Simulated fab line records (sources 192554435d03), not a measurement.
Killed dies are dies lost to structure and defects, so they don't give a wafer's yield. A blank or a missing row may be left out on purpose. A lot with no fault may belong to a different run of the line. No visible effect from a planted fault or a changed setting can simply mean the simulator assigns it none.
fab line records -- flow n5_finfet
record: lots: 11, wafers: 32, last_day: 17
route steps=1938 shown BEOL_M8@1377
lots that met no fault: from a run of the same line without faults
start_h: hours from the record's first day to the start of the lot's first wafer shown -- wait_h: time in hours since the lot's previous step -- " unchanged from the row above -- L1.1+2: several wafers, shown together as one row -- - value missing, or start not given -- * or withheld: withheld -- < > ~ a bound
route shown NAME@n: names a module that has steps shown in the file, with the first one's number in the route -- usual: average and standard deviation across the fault-free wafers -- same: alike in all rows -- chamber/n: place in a boat -- sites: per-site readings -- _std_site: the standard deviation of these -- _edge_site: mean of outer sites minus mean of inner sites -- radius_mm: how far each site lies from the wafer's centre -- mask NAME#n: copy n -- behind: tool/chamber where the wafer was last shaped -- hold: cause of the lot's hold/its duration in hours/its outcome -- device: transistor that didn't switch, given as n, p or np -- end of line: the same wafers' tests at the end of the route -- a step with no rows: only its recipe -- killed: count of dies lost to structure and defects at first sort (not the wafer's yield) -- map: dies across one wafer; x = killed, . = not, _ = none there
set.NAME: the setting that was run; set.NAME@STEP: the one run at that earlier step -- model.NAME: the simulator's own value behind a step, which no gauge read
route steps across a sampled set of lots; one table per step, one row per wafer
services: the hour from which a tool's chamber was out of use, counted from the record's first day as start_h (under 0 if before that day), plus the number of hours and why
== steps ==
step: N5_BEOL_M8_TRENCH_ETCH_37
recipe: chemistry: C4F6/O2, target_depth_a: 934.78, target: SiCOH_lowk, time_s: 31.2, ion_energy_ev: 250, pressure_mtorr: 30, source_w: 345, bias_w: 185, Ar_flow_sccm: 300, C4F6_flow_sccm: 10, O2_flow_sccm: 10
usual: chamber_pressure_mTorr: 30.004/0.027, drypump_motor_current_A: 5.8/0.53, oes_f_703_au: 0.79/0.078, oes_product_au: 0.80/0.079, rf_vpp_V: 669/5.8, showerhead_plenum_p_Torr: 2.83/0.086, throttle_valve_pct: 20.93/0.24
lot.wafer,tool,chamber,start_h,wait_h,chamber_pressure_mTorr,drypump_motor_current_A,oes_f_703_au,oes_product_au,rf_hours_counter_h,rf_vpp_V,showerhead_plenum_p_Torr,throttle_valve_pct
L974.2,rie_diel-02,2,-,-,30.023,6.5,0.83,0.83,91,670,2.87,21.08
L974.5,rie_diel-02,3,-,-,29.987,5.1,0.66,0.66,-,659,2.81,21.42
L974.6,rie_diel-02,2,-,-,30.006,6.5,0.82,0.82,-,668,2.87,21.09
L975.3,rie_diel-04,2,-,-,29.988,5.8,0.81,0.81,82,673,2.76,20.96
L975.4,rie_diel-04,1,-,-,29.990,6.0,0.93,0.93,-,662,2.79,20.82
L975.5,rie_diel-04,3,-,-,29.982,6.0,0.81,0.82,-,676,3.00,20.79
L976.2,rie_diel-02,2,-,-,30.021,6.4,0.82,0.82,94,670,2.87,21.09
L976.4,rie_diel-02,0,-,-,29.990,5.2,0.87,0.88,36,661,2.78,20.43
L976.6,rie_diel-02,3,-,-,29.989,5.1,0.66,0.65,-,659,2.81,21.42
L979.1,rie_diel-06,2,-,-,30.037,5.9,0.70,0.71,178,671,2.73,20.79
L979.4,rie_diel-06,3,-,-,29.973,4.9,0.78,0.79,112,676,2.86,21.03
L979.6,rie_diel-06,1,-,-,30.017,5.7,0.73,0.74,-,675,2.95,21.31
L980.1,rie_diel-04,0,-,-,30.058,6.5,0.94,0.95,10,661,2.81,20.80
L980.3,rie_diel-04,3,-,-,30.010,6.0,0.80,0.82,80,677,2.99,20.81
L980.6,rie_diel-04,1,-,-,29.995,6.0,0.91,0.91,-,664,2.78,20.81
L981.1,rie_diel-04,1,-,-,29.964,6.0,0.91,0.91,25,664,2.78,20.83
L981.4,rie_diel-04,3,-,-,30.016,6.0,0.80,0.82,83,677,2.99,20.82
L981.6,rie_diel-04,3,-,-,30.049,6.0,0.80,0.81,-,676,2.99,20.82
L984.3,rie_diel-06,1,-,-,30.001,5.7,0.73,0.72,169,674,2.95,21.29
L984.5,rie_diel-06,1,-,-,29.978,5.7,0.72,0.73,-,675,2.95,21.30
L984.6,rie_diel-06,2,-,-,30.016,6.0,0.70,0.70,-,673,2.72,20.79
L987.5,rie_diel-04,2,-,-,30.001,5.8,0.77,0.79,-,673,2.75,21.00
L987.6,rie_diel-04,3,-,-,29.981,6.0,0.78,0.79,-,676,2.98,20.85
L994.2,rie_diel-04,1,-,-,29.950,6.0,0.86,0.87,53,663,2.77,20.86
L994.3,rie_diel-04,3,-,-,29.975,6.0,0.76,0.77,112,677,2.98,20.86
L994.4,rie_diel-04,0,-,-,29.990,6.5,0.87,0.88,40,662,2.79,20.82
L996.2,rie_diel-06,0,-,-,29.997,6.8,0.72,0.74,165,666,2.71,20.62
L996.3,rie_diel-06,2,-,-,30.012,6.0,0.68,0.68,212,671,2.71,20.83
L996.6,rie_diel-06,0,-,-,29.996,6.8,0.72,0.74,-,665,2.71,20.62
L997.1,rie_diel-04,0,-,-,30.031,6.6,0.86,0.86,47,660,2.79,20.86
L997.4,rie_diel-04,2,-,-,30.015,5.8,0.76,0.76,129,672,2.74,21.04
L997.5,rie_diel-04,1,-,-,29.928,5.9,0.86,0.85,-,662,2.77,20.87
step: N5_BEOL_M8_CURE_75
recipe: temp_c: 370, time_s: 120, ambient: DMADMS/He, material: SiCOH_lowk
usual: lamp_power_pct: 52.31/0.055, wafer_temp_C_max: 371.7/0.5
lot.wafer,tool,chamber,start_h,wait_h,lamp_power_pct,wafer_temp_C_max
L974.2,uv_cure-03,0,204.14,0.1,52.33,372.2
L974.5,uv_cure-03,0,204.14,0.1,52.27,371.8
L974.6,uv_cure-03,0,204.14,0.1,52.32,372.0
L975.3,uv_cure-03,0,204.57,0.1,52.24,372.7
L975.4,uv_cure-03,0,204.57,0.1,52.38,372.3
L975.5,uv_cure-03,0,204.57,0.1,52.38,372.1
L976.2,uv_cure-03,0,212.39,0.1,52.26,372.0
L976.4,uv_cure-03,0,212.39,0.1,52.34,371.8
L976.6,uv_cure-03,0,212.39,0.1,52.24,371.2
L979.1,uv_cure-03,0,232.88,0.2,52.45,371.8
L979.4,uv_cure-03,0,232.88,0.2,52.31,371.4
L979.6,uv_cure-03,0,232.88,0.2,52.32,372.0
L980.1,uv_cure-02,1,233.37,0.0,52.32,372.9
L980.3,uv_cure-02,1,233.37,0.0,52.36,371.9
L980.6,uv_cure-02,1,233.37,0.0,52.31,372.0
L981.1,uv_cure-01,2,239.31,0.0,52.36,371.4
L981.4,uv_cure-01,2,239.31,0.0,52.34,372.0
L981.6,uv_cure-01,2,239.31,0.0,52.32,371.4
L984.3,uv_cure-01,0,255.28,0.1,52.36,371.3
L984.5,uv_cure-01,0,255.28,0.1,52.38,370.9
L984.6,uv_cure-01,0,255.28,0.1,52.28,370.6
L987.5,uv_cure-01,1,281.64,0.4,52.29,372.6
L987.6,uv_cure-01,1,281.64,0.4,52.36,371.6
L994.2,uv_cure-03,2,320.94,0.1,52.34,371.4
L994.3,uv_cure-03,2,320.94,0.1,52.30,371.9
L994.4,uv_cure-03,2,320.94,0.1,52.26,371.6
L996.2,uv_cure-01,2,335.34,0.1,52.39,371.3
L996.3,uv_cure-01,2,335.34,0.1,52.29,371.8
L996.6,uv_cure-01,2,335.34,0.1,52.30,371.9
L997.1,uv_cure-01,2,339.44,0.8,52.29,371.7
L997.4,uv_cure-01,2,339.44,0.8,52.36,371.2
L997.5,uv_cure-01,2,339.44,0.8,52.32,372.3
step: N5_BEOL_M8_CVD_78
recipe: material: Co, target_thk_a: 20, temp_c: withheld, precursor: CCTBA/H2, pressure_torr: 30, time_s: 142.3
usual: chamber_pressure_Torr: 30.00/0.065, run_length_s: 165.5/0.44
lot.wafer,tool,chamber,start_h,wait_h,chamber_pressure_Torr,run_length_s
L974.2,cvd_co-02,0,205.25,0.0,30.00,164.6
L974.5,cvd_co-02,1,205.25,0.0,30.02,165.5
L974.6,cvd_co-02,0,205.25,0.0,29.91,165.4
L975.3,cvd_co-02,1,206.05,0.1,29.92,165.6
L975.4,cvd_co-02,2,206.05,0.1,30.02,165.6
L975.5,cvd_co-02,1,206.05,0.1,29.85,166.0
L976.2,cvd_co-01,1,213.48,0.2,29.86,165.6
L976.4,cvd_co-01,1,213.48,0.2,29.93,166.0
L976.6,cvd_co-01,0,213.48,0.2,30.02,166.0
L979.1,cvd_co-01,0,234.08,0.1,29.98,166.0
L979.4,cvd_co-01,0,234.08,0.1,29.95,165.8
L979.6,cvd_co-01,2,234.08,0.1,30.03,165.8
L980.1,cvd_co-02,1,234.25,0.0,30.05,165.3
L980.3,cvd_co-02,2,234.25,0.0,30.01,165.5
L980.6,cvd_co-02,2,234.25,0.0,30.07,165.8
L981.1,cvd_co-02,2,240.36,0.2,29.97,165.7
L981.4,cvd_co-02,1,240.36,0.2,29.93,165.9
L981.6,cvd_co-02,0,240.36,0.2,29.96,165.7
L984.3,cvd_co-01,2,258.08,0.3,29.94,165.7
L984.5,cvd_co-01,0,258.08,0.3,29.97,165.8
L984.6,cvd_co-01,1,258.08,0.3,29.97,166.0
L987.5,cvd_co-01,2,282.86,0.1,29.96,267.9
L987.6,cvd_co-01,1,282.86,0.1,29.93,268.1
L994.2,cvd_co-02,0,324.16,0.2,30.03,164.7
L994.3,cvd_co-02,2,324.16,0.2,30.01,166.2
L994.4,cvd_co-02,1,324.16,0.2,30.04,165.4
L996.2,cvd_co-02,0,336.65,0.1,29.95,164.8
L996.3,cvd_co-02,0,336.65,0.1,30.01,164.9
L996.6,cvd_co-02,1,336.65,0.1,30.00,165.2
L997.1,cvd_co-02,0,340.83,0.3,29.95,165.0
L997.4,cvd_co-02,2,340.83,0.3,29.96,166.0
L997.5,cvd_co-02,2,340.83,0.3,29.97,165.4
step: N5_BEOL_M8_THK_MEAS_53
recipe: thk_meas_gauge: xrf, reads: Cu_of_BEOL_M8_ECD_50
usual: M8_THK: 78.3/1.7
lot.wafer,tool,chamber,start_h,wait_h,M8_THK[nm]
L974.2,film_metro-02,-,206.36,-,81.3
L974.5,film_metro-02,-,206.36,-,76.5
L974.6,film_metro-02,-,206.36,-,79.6
L975.3,film_metro-02,-,207.28,-,77.7
L975.4,film_metro-02,-,207.28,-,79.0
L975.5,film_metro-02,-,207.28,-,80.5
L976.2,film_metro-02,-,214.59,-,77.1
L976.4,film_metro-02,-,214.59,-,78.1
L976.6,film_metro-02,-,214.59,-,74.6
L979.1,film_metro-02,-,235.17,-,78.1
L979.4,film_metro-02,-,235.17,-,79.9
L979.6,film_metro-02,-,235.17,-,78.7
L980.1,film_metro-01,-,235.22,-,79.8
L980.3,film_metro-01,-,235.22,-,77.7
L980.6,film_metro-01,-,235.22,-,78.1
L981.1,film_metro-02,-,242.97,-,78.6
L981.4,film_metro-02,-,242.97,-,79.4
L981.6,film_metro-02,-,242.97,-,78.6
L984.3,film_metro-01,-,259.05,-,78.5
L984.5,film_metro-01,-,259.05,-,75.9
L984.6,film_metro-01,-,259.05,-,77.2
L987.5,film_metro-01,-,284.28,-,77.5
L987.6,film_metro-01,-,284.28,-,77.3
L994.2,film_metro-02,-,325.08,-,77.5
L994.3,film_metro-02,-,325.08,-,76.9
L994.4,film_metro-02,-,325.08,-,80.4
L996.2,film_metro-01,-,338.20,-,77.4
L996.3,film_metro-01,-,338.20,-,76.3
L996.6,film_metro-01,-,338.20,-,76.8
L997.1,film_metro-01,-,342.18,-,81.0
L997.4,film_metro-01,-,342.18,-,78.5
L997.5,film_metro-01,-,342.18,-,79.4
== services ==
tool,chamber,start_h,hours,kind
rie_diel-02,-,187.98,14.6,pm
rie_diel-04,0,191.11,-,clean
rie_diel-04,0,191.11,-,consumable_replace:focus_ring
rie_diel-04,0,191.11,17.0,scheduled_down
rie_diel-04,0,191.11,17.0,vent_cycle
uv_cure-03,-,193.95,7.5,pm
rie_diel-04,1,209.25,5.5,repair
uv_cure-01,-,226.66,10.1,repair
rie_diel-04,0,234.06,1.5,repair
cvd_co-01,0,240.44,2.5,repair
rie_diel-02,3,252.44,-,clean
rie_diel-02,3,252.44,-,consumable_replace:focus_ring
rie_diel-02,3,252.44,23.4,scheduled_down
rie_diel-02,3,252.44,23.4,vent_cycle
rie_diel-02,1,284.06,-,clean
rie_diel-02,1,284.06,-,consumable_replace:focus_ring
rie_diel-02,1,284.06,13.9,scheduled_down
rie_diel-02,1,284.06,13.9,vent_cycle
cvd_co-01,2,304.49,1.7,repair
uv_cure-03,-,328.21,14.1,repair
cvd_co-02,2,328.72,11.9,repair
cvd_co-02,1,340.59,-,clean
cvd_co-02,1,340.59,22.0,scheduled_down
cvd_co-02,1,340.59,22.0,vent_cycle
== key ==
first_sign: step: N5_BEOL_M8_CVD_78, reading: run_length_s, direction: up, sigmas: 99+, usual: *, struck: *
effect none on later readings
met_at N5_BEOL_M8_CVD_78
struck_lots L987
struck_wafers L987.5,L987.6
not_acting_at N5_BEOL_M8_TRENCH_ETCH_37,N5_BEOL_M8_CURE_75,N5_BEOL_M8_THK_MEAS_53
onset_between 258.08 282.86
fault: kind: process_parameter_drift, tool: cvd_co-01, chamber: -, onset_h: 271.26, steps: N5_BEOL_M8_CVD_78, channel: time_s, offset: *, shape: step, end_h: 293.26, scope: struck_wafers_only, acts_in: *, stated: *
